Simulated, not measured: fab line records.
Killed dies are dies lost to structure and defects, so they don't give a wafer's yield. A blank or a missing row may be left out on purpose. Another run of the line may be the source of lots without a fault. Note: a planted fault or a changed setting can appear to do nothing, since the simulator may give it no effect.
Chamber matching    flow nand_harc    3 sister chambers for NHARC_P_CONTACT_DEP_30 on pecvd-02
The step deposits SiNx, target thk 30 nm. 3 wafers are shown with their chamber, then 8 later ones without.

## WAFERS, EACH WITH ITS CHAMBER
wafer   chamber  heater_power_w (W)
L079.5  2        586
L079.6  1        636
L092.1  0        687

## WAFERS WITHOUT THEIR CHAMBER
wafer   heater_power_w (W)
L092.2  700
L092.6  722
L095.2  590
L095.3  673
L095.6  663
L097.3  621
L097.4  603
L097.6  614

## WHICH CHAMBER EACH ONE RAN IN
wafer    from the rows above       in truth
L092.2   0                         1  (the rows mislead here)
L092.6   0                         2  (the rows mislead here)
L095.2   2                         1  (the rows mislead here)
L095.3   can't be placed: 0 or 1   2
L095.6   can't be placed: 0 or 1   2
L097.3   can't be placed: 1 or 2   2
L097.4   can't be placed: 2 or 1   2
L097.6   can't be placed: 1 or 2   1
Correct placement for 0 of the 8. These rows do not allow placing 5 (true chamber among the candidates in 3). Placed wrongly: 3.
How it was worked out, from the rows above alone: a wafer's distance from a chamber is the root of the sum, over the readings, of the square of ((its reading less the chamber's mean) divided by the reading's scatter). The wafer belongs to the nearest chamber; if the next one is less than 2 further off, it can't be placed. Each chamber's mean is taken over the wafers shown for it. The scatter: root of mean squared gap, hidden wafer to nearest shown wafer, with one shown wafer a chamber.
